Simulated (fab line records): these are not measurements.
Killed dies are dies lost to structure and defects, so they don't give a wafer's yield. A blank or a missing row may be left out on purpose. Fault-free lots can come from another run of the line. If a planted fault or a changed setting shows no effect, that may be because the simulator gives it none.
fab line records -- flow n5-finfet
record lots=9, wafers=25, last-day=18
route steps=1938 shown STI_FIN_REVEAL@207 DUMMY_GATE@231 BEOL_M4@1111 PASSIVATION@1936
lots with no fault: from the same line, run without faults
start-h: hours from the record's first day to the start of the lot's first wafer shown -- wait-h: how many hours have passed since the lot's step before this one -- " identical to the entry in the row above -- L1.1+2: a row that stands for several wafers -- - either no value or no given start -- * or withheld: withheld -- < > ~ a bound
route shown NAME@n: NAME is a module with steps in the file, n the number in the route of the first one -- usual: the fault-free wafers' mean and standard deviation -- same: alike in all rows -- chamber/n: place in a boat -- sites: the reading at each site -- _std_site: their standard deviation -- _edge_site: mean of outer sites minus mean of inner sites -- radius-mm: how far each site lies from the wafer's centre -- mask NAME#n: copy n -- behind: the tool/chamber that last shaped the wafer -- hold: why the lot went on hold/how many hours it stayed there/how the hold came to an end -- device: whichever transistor did not switch (one of n, p or np) -- end of line: the route-end tests of the same wafers -- a step given without rows: its recipe and nothing more -- killed: dies that structure and defects cost at the first sort, which is not the same as the wafer's yield -- map: the dies of a wafer, with x for killed, . for not killed, _ for no die there
set.NAME: the setting the step ran with; set.NAME@STEP: the setting that earlier step ran with -- model.NAME: the simulator's own value behind a step, which no gauge read
the route's steps for a sample of lots (tables are steps, rows are wafers)
services: a tool's chamber out of use, with start hour (start-h, from the record's first day; less than 0 if before it), hours out, and reason
## steps
# step N5_STI_FIN_REVEAL_CD_MEAS_22
# recipe target-cd-nm=6.238, pitch-nm=28, polarity=line
# usual cd-nm=6.26/0.22
lot.wafer,tool,chamber,start-h,wait-h,cd-nm
L535.1,cd-sem-01,-,49.60,0.0,6.39
L535.3,cd-sem-01,-,49.60,0.0,6.10
L535.4,cd-sem-01,-,49.60,0.0,6.05
L538.2,cd-sem-03,-,67.97,0.0,6.46
L538.4,cd-sem-03,-,67.97,0.0,6.37
L538.5,cd-sem-03,-,67.97,0.0,6.76
L539.1,cd-sem-01,-,73.05,0.0,6.60
L539.3,cd-sem-01,-,73.05,0.0,6.23
L539.5,cd-sem-01,-,73.05,0.0,6.02
L542.3,cd-sem-03,-,91.70,0.0,6.37
L542.5,cd-sem-03,-,91.70,0.0,6.11
L542.6,cd-sem-03,-,91.70,0.0,6.07
L544.3,cd-sem-03,-,106.57,0.0,6.52
L544.4,cd-sem-03,-,106.57,0.0,6.77
L544.6,cd-sem-03,-,106.57,0.0,6.33
L546.2,cd-sem-03,-,114.46,0.0,6.05
L546.4,cd-sem-03,-,114.46,0.0,6.45
L548.1,cd-sem-02,-,127.81,0.0,6.51
L548.6,cd-sem-02,-,127.81,0.0,6.28
L553.1,cd-sem-02,-,159.58,0.0,6.11
L553.4,cd-sem-02,-,159.58,0.0,6.31
L553.5,cd-sem-02,-,159.58,0.0,6.39
L555.1,cd-sem-01,-,169.31,0.0,6.32
L555.5,cd-sem-01,-,169.31,0.0,5.67
L555.6,cd-sem-01,-,169.31,0.0,5.84
# step N5_DUMMY_GATE_CD_MEAS_15
# recipe target-cd-nm=25.8, landing-energy-ev=500, detector=se-inlens
# usual cd-nm=25.01/0.2
lot.wafer,tool,chamber,start-h,wait-h,cd-nm
L535.1,cd-sem-02,0,58.63,-,24.94
L535.3,cd-sem-02,0,58.63,-,25.09
L535.4,cd-sem-02,0,58.63,-,24.96
L538.2,cd-sem-03,0,76.56,-,25.03
L538.4,cd-sem-03,0,76.56,-,25.09
L538.5,cd-sem-03,0,76.56,-,24.90
L539.1,cd-sem-02,0,82.27,-,25.03
L539.3,cd-sem-02,0,82.27,-,25.08
L539.5,cd-sem-02,0,82.27,-,25.07
L542.3,cd-sem-03,0,101.46,-,25.09
L542.5,cd-sem-03,0,101.46,-,25.40
L542.6,cd-sem-03,0,101.46,-,25.28
L544.3,cd-sem-03,0,115.28,-,24.96
L544.4,cd-sem-03,0,115.28,-,25.27
L544.6,cd-sem-03,0,115.28,-,24.60
L546.2,cd-sem-03,0,123.07,-,25.18
L546.4,cd-sem-03,0,123.07,-,24.99
L548.1,cd-sem-03,0,136.52,-,25.46
L548.6,cd-sem-03,0,136.52,-,25.20
L553.1,cd-sem-02,0,170.29,-,24.91
L553.4,cd-sem-02,0,170.29,-,24.90
L553.5,cd-sem-02,0,170.29,-,25.09
L555.1,cd-sem-01,0,178.17,-,25.02
L555.5,cd-sem-01,0,178.17,-,24.83
L555.6,cd-sem-01,0,178.17,-,24.98
# step N5_DUMMY_GATE_DESCUM_20
# recipe chemistry=O2, time-s=6.2, source-power-w=50, bias-power-w=20, pressure-mtorr=20, rf-frequency-hz=2.712e+07, temp-c=40, resist=CAR-EUV, o2-flow-sccm=225
# usual drypump-motor-current-A=5.7/0.41, oes-product-au=0.77/0.085, rf-vpp-V=243.2/1.3, showerhead-plenum-p-Torr=2.10/0.061, throttle-valve-pct=20.50/0.25
lot.wafer,tool,chamber,start-h,wait-h,drypump-motor-current-A,oes-product-au,rf-hours-counter-h,rf-vpp-V,showerhead-plenum-p-Torr,throttle-valve-pct
L535.1,rie-diel-05,3,58.82,0.1,5.6,0.87,47,242.5,2.05,20.14
L535.3,rie-diel-05,0,58.82,0.1,5.9,0.76,159,244.3,2.17,20.79
L535.4,rie-diel-05,1,58.82,0.1,5.5,0.74,149,242.6,2.01,20.51
L538.2,rie-diel-06,1,76.69,0.0,5.7,0.75,120,243.8,2.02,20.62
L538.4,rie-diel-06,0,76.69,0.0,5.8,0.72,210,244.4,2.16,20.24
L538.5,rie-diel-06,3,76.69,0.0,5.2,0.77,-,245.8,2.19,20.18
L539.1,rie-diel-04,2,82.58,0.2,6.5,0.66,269,242.7,2.06,20.98
L539.3,rie-diel-04,0,82.58,0.2,5.6,0.90,25,242.8,2.06,20.48
L539.5,rie-diel-04,1,82.58,0.2,5.9,0.71,-,243.9,2.16,20.44
L542.3,rie-diel-04,0,101.67,0.1,5.6,0.87,32,242.0,2.05,20.49
L542.5,rie-diel-04,2,101.67,0.1,6.5,0.65,-,240.7,2.06,20.99
L542.6,rie-diel-04,1,101.67,0.1,5.9,0.69,-,243.1,2.15,20.46
L544.3,rie-diel-05,1,115.41,0.0,5.5,0.73,166,242.9,2.00,20.54
L544.4,rie-diel-05,0,115.41,0.0,5.9,0.74,176,244.3,2.17,20.81
L544.6,rie-diel-05,1,115.41,0.0,5.5,0.73,-,242.7,2.00,20.55
L546.2,rie-diel-04,2,123.20,0.0,6.5,0.65,286,243.1,2.06,21.01
L546.4,rie-diel-04,0,123.20,0.0,5.6,0.86,-,242.2,2.05,20.49
L548.1,rie-diel-06,2,136.65,0.0,6.0,0.72,187,244.8,2.17,20.51
L548.6,rie-diel-06,1,136.65,0.0,5.8,0.75,-,240.6,2.02,20.64
L553.1,rie-diel-05,2,170.42,0.0,5.1,0.87,48,244.3,2.12,20.26
L553.4,rie-diel-05,1,170.42,0.0,5.5,0.72,183,240.4,2.00,20.57
L553.5,rie-diel-05,2,170.42,0.0,5.1,0.87,-,243.9,2.12,20.26
L555.1,rie-diel-05,1,178.30,0.0,5.5,0.71,185,241.8,2.00,20.58
L555.5,rie-diel-05,2,178.30,0.0,5.1,0.87,-,243.0,2.12,20.25
L555.6,rie-diel-05,3,178.30,0.0,5.6,0.84,-,242.2,2.03,20.19
# step N5_DUMMY_GATE_TRIM_49
# recipe chemistry=O2, resist=SOC, time-s=29, target-cd-nm=14, source-power-w=300, bias-power-w=0, O2_flow_sccm=100, temp-c=20
# usual drypump-motor-current-A=5.8/0.37, oes-product-au=1.003/0.019, throttle-valve-pct=8.15/0.14
lot.wafer,tool,chamber,start-h,wait-h,drypump-motor-current-A,oes-product-au,rf-hours-counter-h,throttle-valve-pct
L535.1,rie-si-04,1,59.05,0.0,5.6,0.974,200,8.32
L535.3,rie-si-04,0,59.05,0.0,5.9,1.006,18,7.87
L535.4,rie-si-04,3,59.05,0.0,6.0,1.003,21,8.01
L538.2,rie-si-02,1,76.92,0.0,5.9,1.007,178,8.34
L538.4,rie-si-02,0,76.92,0.0,6.2,0.985,140,8.17
L538.5,rie-si-02,3,76.92,0.0,6.1,1.033,-,8.04
L539.1,rie-si-02,2,82.80,0.0,5.2,1.003,1,8.16
L539.3,rie-si-02,1,82.80,0.0,5.9,1.001,178,8.37
L539.5,rie-si-02,2,82.80,0.0,5.2,1.004,-,8.18
L542.3,rie-si-04,0,101.89,0.0,5.9,1.005,19,7.87
L542.5,rie-si-04,3,101.89,0.0,5.9,0.991,-,8.01
L542.6,rie-si-04,2,101.89,0.0,6.2,1.032,-,8.22
L544.3,rie-si-02,0,115.64,0.0,6.1,0.972,141,8.18
L544.4,rie-si-02,2,115.64,0.0,5.2,1.018,2,8.19
L544.6,rie-si-02,2,115.64,0.0,5.1,1.395,-,8.17
L546.2,rie-si-02,0,123.42,0.0,6.2,1.345,141,8.19
L546.4,rie-si-02,2,123.42,0.0,5.2,1.008,2,8.18
L548.1,rie-si-02,0,136.88,0.0,6.2,0.970,141,8.18
L548.6,rie-si-02,3,136.88,0.0,6.1,1.416,-,8.03
L553.1,rie-si-04,3,170.64,0.0,6.0,0.999,24,8.02
L553.4,rie-si-04,2,170.64,0.0,6.2,1.029,96,8.20
L553.5,rie-si-04,1,170.64,0.0,5.6,0.995,-,8.09
L555.1,rie-si-01,3,178.52,0.0,5.9,1.006,64,8.07
L555.5,rie-si-01,0,178.52,0.0,6.1,0.966,-,8.31
L555.6,rie-si-01,3,178.52,0.0,5.9,1.004,-,8.04
# step N5_DUMMY_GATE_CD_MEAS_50
# recipe target-cd-nm=14
# usual cd-nm=14.02/0.27
lot.wafer,tool,chamber,start-h,wait-h,cd-nm
L535.1,cd-sem-02,-,59.36,0.0,14.11
L535.3,cd-sem-02,-,59.36,0.0,13.50
L535.4,cd-sem-02,-,59.36,0.0,14.11
L538.2,cd-sem-01,-,77.07,0.0,14.40
L538.4,cd-sem-01,-,77.07,0.0,13.70
L538.5,cd-sem-01,-,77.07,0.0,14.04
L539.1,cd-sem-01,-,82.95,0.0,13.70
L539.3,cd-sem-01,-,82.95,0.0,13.66
L539.5,cd-sem-01,-,82.95,0.0,14.01
L542.3,cd-sem-03,-,102.18,0.0,14.27
L542.5,cd-sem-03,-,102.18,0.0,14.04
L542.6,cd-sem-03,-,102.18,0.0,14.16
L544.3,cd-sem-03,-,115.79,0.0,14.05
L544.4,cd-sem-03,-,115.79,0.0,13.86
L544.6,cd-sem-03,-,115.79,0.0,7.94
L546.2,cd-sem-03,-,123.57,0.0,8.03
L546.4,cd-sem-03,-,123.57,0.0,13.53
L548.1,cd-sem-01,-,137.02,0.0,13.92
L548.6,cd-sem-01,-,137.02,0.0,8.73
L553.1,cd-sem-01,-,170.95,0.0,14.42
L553.4,cd-sem-01,-,170.95,0.0,14.02
L553.5,cd-sem-01,-,170.95,0.0,14.31
L555.1,cd-sem-01,-,178.67,0.0,13.75
L555.5,cd-sem-01,-,178.67,0.0,13.67
L555.6,cd-sem-01,-,178.67,0.0,13.86
# step N5_DUMMY_GATE_CD_MEAS_24
# recipe target-cd-nm=15
# usual cd-nm=15.1/0.33
lot.wafer,tool,chamber,start-h,wait-h,cd-nm
L535.1,cd-sem-02,-,60.02,0.1,15.2
L535.3,cd-sem-02,-,60.02,0.1,14.4
L535.4,cd-sem-02,-,60.02,0.1,14.3
L538.2,cd-sem-02,-,77.56,0.1,15.3
L538.4,cd-sem-02,-,77.56,0.1,15.4
L538.5,cd-sem-02,-,77.56,0.1,15.6
L539.1,cd-sem-01,-,83.45,0.1,15.1
L539.3,cd-sem-01,-,83.45,0.1,14.6
L539.5,cd-sem-01,-,83.45,0.1,15.1
L542.3,cd-sem-01,-,102.68,0.1,14.4
L542.5,cd-sem-01,-,102.68,0.1,14.5
L542.6,cd-sem-01,-,102.68,0.1,14.9
L544.3,cd-sem-01,-,116.28,0.1,15.0
L544.4,cd-sem-01,-,116.28,0.1,14.7
L544.6,cd-sem-01,-,116.28,0.1,8.9
L546.2,cd-sem-03,-,124.16,0.1,9.6
L546.4,cd-sem-03,-,124.16,0.1,15.2
L548.1,cd-sem-01,-,137.65,0.1,15.1
L548.6,cd-sem-01,-,137.65,0.1,9.3
L553.1,cd-sem-03,-,171.62,0.1,15.2
L553.4,cd-sem-03,-,171.62,0.1,15.2
L553.5,cd-sem-03,-,171.62,0.1,15.5
L555.1,cd-sem-03,-,179.17,0.1,15.1
L555.5,cd-sem-03,-,179.17,0.1,14.7
L555.6,cd-sem-03,-,179.17,0.1,14.6
# step N5_BEOL_M4_RC_MEAS_101
# usual DIBL_N=36.4/1.2, DIBL_P=36.1/1.6, IOFF_N=0.156/0.024, IOFF_P=0.21/0.031, ION_N=674/11, ION_P=463/6.9, SS_N=71.5/0.5, SS_P=73.2/0.55, VT_N=250.0/2.9, VT_P=-250/3.6
lot.wafer,tool,chamber,start-h,wait-h,DIBL_N[mV/V],DIBL_P[mV/V],IOFF_N[nA/um],IOFF_P[nA/um],ION_N[uA/um],ION_P[uA/um],SS_N[mV/dec],SS_P[mV/dec],VT_N[mV],VT_P[mV]
L535.1,prober-01,0,173.74,0.0,37.3,38.3,0.181,0.23,680,469,72.1,73.3,247.3,-250
L535.3,prober-01,0,173.74,0.0,38.7,39.4,0.208,0.24,684,464,72.1,73.8,244.2,-249
L535.4,prober-01,0,173.74,0.0,36.8,37.6,0.167,0.21,674,459,72.4,73.3,247.0,-251
L539.1,prober-01,0,191.95,0.0,36.8,35.8,0.182,0.28,676,470,71.2,73.6,250.4,-245
L539.3,prober-01,0,191.95,0.0,38.0,36.4,0.195,0.28,683,467,72.1,74.5,247.6,-242
L539.5,prober-01,0,191.95,0.0,37.1,36.3,0.185,0.29,681,471,71.8,73.5,247.4,-243
L538.2,prober-01,0,193.78,0.2,35.2,34.7,0.133,0.20,668,468,71.4,73.0,250.7,-249
L538.4,prober-01,0,193.78,0.2,35.9,36.4,0.144,0.22,671,468,72.3,73.8,251.6,-246
L538.5,prober-01,0,193.78,0.2,35.2,34.3,0.134,0.20,665,461,71.2,72.9,253.1,-250
L542.3,prober-02,0,222.35,0.3,39.1,38.8,0.219,0.26,698,476,72.2,73.5,243.5,-246
L542.5,prober-02,0,222.35,0.3,37.1,35.5,0.158,0.21,676,466,71.5,73.5,249.8,-249
L542.6,prober-02,0,222.35,0.3,38.8,38.1,0.207,0.25,698,471,71.7,73.9,244.3,-246
L544.3,prober-02,0,232.71,0.3,38.7,38.0,0.181,0.25,671,464,72.1,73.0,245.3,-246
L544.4,prober-02,0,232.71,0.3,38.5,38.2,0.185,0.25,683,468,72.3,73.4,245.3,-249
L546.4,prober-01,0,242.50,0.5,37.7,36.9,0.156,0.18,684,458,72.1,73.2,249.1,-258
L548.1,prober-02,0,252.63,0.0,37.7,36.7,0.170,0.20,672,455,71.7,74.1,250.4,-252
L553.1,prober-02,0,284.30,0.0,34.0,34.0,0.129,0.18,667,467,71.0,73.1,252.9,-249
L553.4,prober-02,0,284.30,0.0,34.5,35.2,0.134,0.20,670,467,71.1,72.5,249.4,-250
L553.5,prober-02,0,284.30,0.0,34.4,33.8,0.120,0.18,660,459,70.2,72.6,251.6,-250
L555.1,prober-02,0,314.63,0.0,37.1,37.7,0.179,0.23,668,464,71.8,74.1,247.6,-249
L555.5,prober-02,0,314.63,0.0,36.2,36.1,0.154,0.20,657,455,71.2,73.4,252.0,-253
L555.6,prober-02,0,314.63,0.0,36.1,36.2,0.154,0.20,670,460,71.6,73.5,250.1,-253
# step N5_PASSIVATION_PROBE_49
# usual defect-limited-yield=91.4/1.5, killed_at_M0_to_M3=31/11, killed_at_M4_up=13/5.5, killed-at-contacts=13/6.3, killed-at-front-end=40/13, killed-at-other=3.3/2.6, killed-dies=101/18, killed-on-rim=13/4, killed-open=67/13, killed-short=33/7.9, sort_bin_5_function=5.1/1, sort_bin_6_memory=3.2/0.68, sort-n-pass=1079/18, sort-yield-pct=91.4/1.5
# same gross-dies=1180, killed-at-back-side=0, sort_bin_4_leakage[%]=0, sort_bin_8_speed[%]=0
lot.wafer,tool,chamber,start-h,wait-h,defect-limited-yield[%],killed_at_M0_to_M3,killed_at_M4_up,killed-at-contacts,killed-at-front-end,killed-at-other,killed-dies,killed-on-rim,killed-open,killed-short,sort_bin_5_function[%],sort_bin_6_memory[%],sort-n-pass,sort-yield-pct[%]
L544.3,prober-01,-,331.30,0.1,92.3,30,15,13,27,6,91,11,68,23,4.7,2.9,1089,92.3
L544.4,prober-01,-,331.35,0.2,90.7,31,15,28,31,5,110,18,77,33,5.5,3.6,1070,90.7
L544.6,prober-01,-,331.45,0.3,0,41,7,21,1103,8,1180,152,76,23,96.7,3.1,0,0
L546.2,prober-01,-,337.87,0.1,0,37,16,11,1113,3,1180,152,65,30,97.1,2.9,0,0
L546.4,prober-01,-,337.97,0.2,88.6,47,18,25,43,2,135,15,87,48,7.3,4.1,1045,88.6
L548.1,prober-01,-,354.22,0.0,89.7,55,12,12,40,3,122,19,76,46,6.2,3.6,1058,89.7
L548.6,prober-01,-,354.47,0.3,0,36,23,11,1103,7,1180,152,74,34,96.4,3.2,0,0
# killed by level:class
L544.3 BEOL_M0_SAQP:geometric-particle:open=13 MOL_CONTACT_COAG:geometric-particle:open=12 BEOL_M4:geometric-particle:open=10 DUMMY_GATE:geometric-particle:open=8 BEOL_M2:geometric-particle:open=7 BEOL_M0_SAQP:geometric-particle:short=6 STI_FIN_REVEAL:geometric-particle:open=4 FIN_SAQP:geometric-particle:open=3
L544.4 MOL_CONTACT_COAG:geometric-particle:open=22 STI_FIN_REVEAL:geometric-particle:open=10 DUMMY_GATE:geometric-particle:open=7 BEOL_M1:geometric-particle:open=7 MOL_CONTACT_COAG:geometric-particle:short=6 BEOL_M0_SAQP:geometric-particle:short=6 BEOL_M2:geometric-particle:open=5 BEOL_M0_SAQP:geometric-particle:open=5
L544.6 DUMMY_GATE:area-trim=1080 MOL_CONTACT_COAG:geometric-particle:open=17 BEOL_M2:geometric-particle:open=11 BEOL_M1:geometric-particle:open=11 BEOL_M0_SAQP:geometric-particle:open=7 ILD0:geometric-particle:open=5 BEOL_M3:geometric-particle:open=5 MOL_CONTACT_COAG:geometric-particle:short=4
L546.2 DUMMY_GATE:area-trim=1085 FIN_SAQP:geometric-particle:open=9 MOL_CONTACT_COAG:geometric-particle:open=9 BEOL_M2:geometric-particle:open=9 FIN_SAQP:geometric-particle:short=7 BEOL_M3:geometric-particle:open=7 BEOL_M4:geometric-particle:open=7 BEOL_M0_SAQP:geometric-particle:open=6
L546.4 MOL_CONTACT_COAG:geometric-particle:open=14 FIN_SAQP:geometric-particle:open=11 MOL_CONTACT_COAG:geometric-particle:short=11 FIN_SAQP:geometric-particle:short=10 BEOL_M2:geometric-particle:open=10 BEOL_M3:geometric-particle:open=9 BEOL_M0_SAQP:geometric-particle:short=8 BEOL_M1:geometric-particle:open=7
L548.1 BEOL_M0_SAQP:geometric-particle:short=18 BEOL_M0_SAQP:geometric-particle:open=16 DUMMY_GATE:geometric-particle:open=9 FIN_SAQP:geometric-particle:short=8 MOL_CONTACT_COAG:geometric-particle:open=8 BEOL_M2:geometric-particle:open=8 BEOL_M3:geometric-particle:open=6 FIN_SAQP:geometric-particle:open=5
L548.6 DUMMY_GATE:area-trim=1069 FIN_SAQP:geometric-particle:short=12 MOL_CONTACT_COAG:geometric-particle:open=10 BEOL_M2:geometric-particle:open=9 BEOL_M0_SAQP:geometric-particle:open=6 BEOL_M0:geometric-particle:open=6 BEOL_M3:geometric-particle:short=5 BEOL_M4:geometric-particle:open=5
## services
tool,chamber,start-h,hours,kind
rie-diel-06,-,58.10,2.8,pm
rie-diel-06,3,81.36,10.5,repair
rie-si-04,1,84.41,-,clean
rie-si-04,1,84.41,16.5,scheduled-down
rie-si-04,1,84.41,16.5,vent-cycle
rie-diel-04,0,85.45,2.4,repair
rie-si-04,0,91.66,9.6,repair
rie-si-01,2,97.63,53.2,repair
rie-si-02,-,98.57,0.3,repair
rie-diel-05,0,105.22,2.4,repair
rie-si-04,1,118.55,12.5,repair
rie-diel-05,0,149.24,2.4,repair
rie-diel-04,0,150.26,5.2,repair
rie-diel-04,2,155.76,-,clean
rie-diel-04,2,155.76,-,consumable-replace:esc
rie-diel-04,2,155.76,-,consumable-replace:focus-ring
rie-diel-04,2,155.76,18.5,scheduled-down
rie-diel-04,2,155.76,18.5,vent-cycle
rie-diel-06,1,175.19,8.7,repair
## key
first-sign step=N5_DUMMY_GATE_TRIM_49, reading=oes-product-au, direction=up, sigmas=20, usual=1.003, struck=1.385
effect step=N5_DUMMY_GATE_CD_MEAS_50, reading=cd-nm, direction=down, sigmas=22, usual=14.02, struck=8.23
effect step=N5_DUMMY_GATE_CD_MEAS_24, reading=cd-nm, direction=down, sigmas=18, usual=15.1, struck=9.3
effect step=N5_PASSIVATION_PROBE_49, reading=sort_bin_5_function, direction=up, sigmas=90, usual=5.1, struck=96.8
more-kills-born-at N5_DUMMY_GATE_TRIM_49@rie-si-02=3234
met-at N5_DUMMY_GATE_TRIM_49
struck-lots L544,L546,L548
struck-wafers L544.6,L546.2,L548.6
later-rows-left-out L544.6,L546.2,L548.6
not-acting-at N5_STI_FIN_REVEAL_CD_MEAS_22,N5_DUMMY_GATE_CD_MEAS_15,N5_DUMMY_GATE_DESCUM_20
onset-between 82.80 115.64
fault kind=process-parameter-drift, tool=rie-si-02, chamber=-, onset-h=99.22, steps=N5_DUMMY_GATE_TRIM_49, channel=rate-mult, offset=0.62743, shape=step, end-h=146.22, scope=struck-wafers-only
# later-rows-left-out: the simulator's readings of these wafers behind a module that went badly wrong aren't trusted and aren't shown, but for the sort
